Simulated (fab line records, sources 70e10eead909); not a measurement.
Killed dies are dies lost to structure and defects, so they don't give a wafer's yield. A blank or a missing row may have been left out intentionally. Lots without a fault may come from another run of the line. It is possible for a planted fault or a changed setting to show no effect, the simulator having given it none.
Matching of chambers / flow nand-harc / rie-diel-12 running NHARC_A_M1_ETCH_15: 4 sister chambers
The step etches the open film in C4F8/Ar, target depth 182.5 nm, time 91.2 s. 8 wafers are shown with their chamber, then 7 later ones without.

## WAFERS, EACH WITH ITS CHAMBER
wafer=L115.3; chamber=1; rf-vpp-V (V)=441.5; chamber-pressure-mTorr (mTorr)=24.967
wafer=L118.2; chamber=1; rf-vpp-V (V)=441.3; chamber-pressure-mTorr (mTorr)=24.956
wafer=L121.5; chamber=2; rf-vpp-V (V)=443.8; chamber-pressure-mTorr (mTorr)=24.994
wafer=L123.2; chamber=0; rf-vpp-V (V)=439.2; chamber-pressure-mTorr (mTorr)=24.992
wafer=L123.3; chamber=2; rf-vpp-V (V)=444.2; chamber-pressure-mTorr (mTorr)=24.967
wafer=L123.6; chamber=0; rf-vpp-V (V)=439.4; chamber-pressure-mTorr (mTorr)=25.011
wafer=L131.1; chamber=3; rf-vpp-V (V)=438.7; chamber-pressure-mTorr (mTorr)=25.025
wafer=L131.5; chamber=3; rf-vpp-V (V)=439.1; chamber-pressure-mTorr (mTorr)=25.018

## WAFERS WITH NO CHAMBER GIVEN
wafer=L131.6; rf-vpp-V (V)=444.6; chamber-pressure-mTorr (mTorr)=24.981
wafer=L130.1; rf-vpp-V (V)=442.8; chamber-pressure-mTorr (mTorr)=24.988
wafer=L130.2; rf-vpp-V (V)=439.5; chamber-pressure-mTorr (mTorr)=24.998
wafer=L130.4; rf-vpp-V (V)=445.2; chamber-pressure-mTorr (mTorr)=25.025
wafer=L135.2; rf-vpp-V (V)=445.7; chamber-pressure-mTorr (mTorr)=25.027
wafer=L135.3; rf-vpp-V (V)=439.5; chamber-pressure-mTorr (mTorr)=24.966
wafer=L135.5; rf-vpp-V (V)=443.9; chamber-pressure-mTorr (mTorr)=24.981

## WHICH CHAMBER EACH WENT THROUGH
wafer=L131.6; from the rows above=2; in truth=2
wafer=L130.1; from the rows above=can't be placed: 2 or 1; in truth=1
wafer=L130.2; from the rows above=0; in truth=0
wafer=L130.4; from the rows above=2; in truth=2
wafer=L135.2; from the rows above=2; in truth=2
wafer=L135.3; from the rows above=0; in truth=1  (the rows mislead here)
wafer=L135.5; from the rows above=2; in truth=2
Placed correctly: 5 of 7. Not placeable from these rows: 1 (in 1, the candidates include the true chamber). Number placed wrongly: 1.
How it was worked out, from the rows above alone: a wafer's distance from a chamber is the root of the sum, over the readings, of the square of ((its reading less the chamber's mean) divided by the reading's scatter). If the next closest chamber is less than 2 further off than the closest, the wafer can't be placed; otherwise it belongs to the closest. A chamber's mean is the mean of its shown wafers. The scatter: the root of (the sum of the squares of (reading less its chamber's mean) over the shown wafers, divided by (wafers less chambers)).
